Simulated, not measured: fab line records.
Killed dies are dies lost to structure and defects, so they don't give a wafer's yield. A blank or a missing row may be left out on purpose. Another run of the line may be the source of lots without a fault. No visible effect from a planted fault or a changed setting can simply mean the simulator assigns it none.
Matching of chambers -- flow n5 finfet -- pecvd-02 running N5_PASSIVATION_PECVD_55: 3 sister chambers
The step deposits SiO2 from SiH4/N2O, target thk 400 nm, time 22.5 s. 6 wafers are shown with their chamber, then 11 later ones without.

## WAFERS PAIRED WITH THEIR CHAMBERS
wafer,chamber,throttle valve pct (%),showerhead plenum p Torr (Torr)
L084.3,0,50.6,8.16
L085.6,1,48.5,8.19
L087.1,0,50.6,8.18
L087.4,2,50.7,8.18
L087.5,1,48.5,8.21
L091.2,2,50.8,8.17

## WAFERS WHOSE CHAMBER IS MISSING
wafer,throttle valve pct (%),showerhead plenum p Torr (Torr)
L091.3,50.4,8.14
L091.6,50.8,8.19
L090.1,48.7,8.19
L090.2,50.9,8.18
L090.5,50.8,8.20
L094.2,48.6,8.19
L094.3,51.1,8.19
L094.5,48.4,8.20
L097.1,48.2,8.18
L097.3,51.2,8.17
L097.5,48.4,8.17

## THE CHAMBER EACH PASSED THROUGH
wafer,from the rows above,in truth
L091.3,0,0
L091.6,2,2
L090.1,1,1
L090.2,2,2
L090.5,2,2
L094.2,1,1
L094.3,2,2
L094.5,1,1
L097.1,1,1
L097.3,2,2
L097.5,1,1
11 of 11 placed correctly. Not placeable from these rows: 0. Number placed wrongly: 0.
How it was worked out, from the rows above alone: a wafer's distance from a chamber is the root of the sum, over the readings, of the square of ((its reading less the chamber's mean) divided by the reading's scatter). If the next closest chamber is less than 2 further off than the closest, the wafer can't be placed; otherwise it belongs to the closest. A chamber's mean is the mean of its shown wafers. The scatter is the square root of a quotient: the sum, over the shown wafers, of each reading's squared deviation from its chamber's mean, divided by wafers minus chambers.
